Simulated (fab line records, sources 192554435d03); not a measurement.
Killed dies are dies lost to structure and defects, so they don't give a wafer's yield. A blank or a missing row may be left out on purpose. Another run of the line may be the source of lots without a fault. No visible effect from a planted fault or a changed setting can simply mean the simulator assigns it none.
Chamber matching -- flow n5Finfet -- N5_GATE_CUT_STRIP_42 on rieDiel-01 has 4 sister chambers
The step strips in O2. 8 wafers are shown with their chamber, then 7 later ones without.

WAFERS WITH THEIR CHAMBER
wafer,chamber,showerheadPlenumPTorr (Torr),drypumpMotorCurrentA (A)
L075.3,3,2.05,6.2
L077.3,3,2.05,6.2
L077.4,0,2.16,5.2
L082.1,2,2.01,6.1
L082.4,0,2.16,5.2
L082.5,1,2.09,5.9
L085.2,2,2.01,6.1
L085.4,1,2.08,5.8

WAFERS MISSING THEIR CHAMBER
wafer,showerheadPlenumPTorr (Torr),drypumpMotorCurrentA (A)
L085.6,2.16,5.2
L091.1,2.01,6.1
L091.3,2.08,5.8
L091.4,2.15,5.2
L096.1,2.15,5.2
L096.2,2.00,6.1
L096.4,2.08,5.8

THE CHAMBER EACH PASSED THROUGH
wafer,from the rows above,in truth
L085.6,0,0
L091.1,2,2
L091.3,1,1
L091.4,0,0
L096.1,0,0
L096.2,2,2
L096.4,1,1
Placed correctly: 7 of 7. Left unplaced by these rows: 0. Placed wrongly: 0.
How it was worked out, from the rows above alone: a wafer's distance from a chamber is the root of the sum, over the readings, of the square of ((its reading less the chamber's mean) divided by the reading's scatter). The wafer belongs to the nearest chamber; if the next one is less than 2 further off, it can't be placed. Each chamber's mean is taken over the wafers shown for it. The scatter: take each reading less its chamber's mean, square it, sum over the shown wafers, divide by the number of wafers less the number of chambers, and take the root.
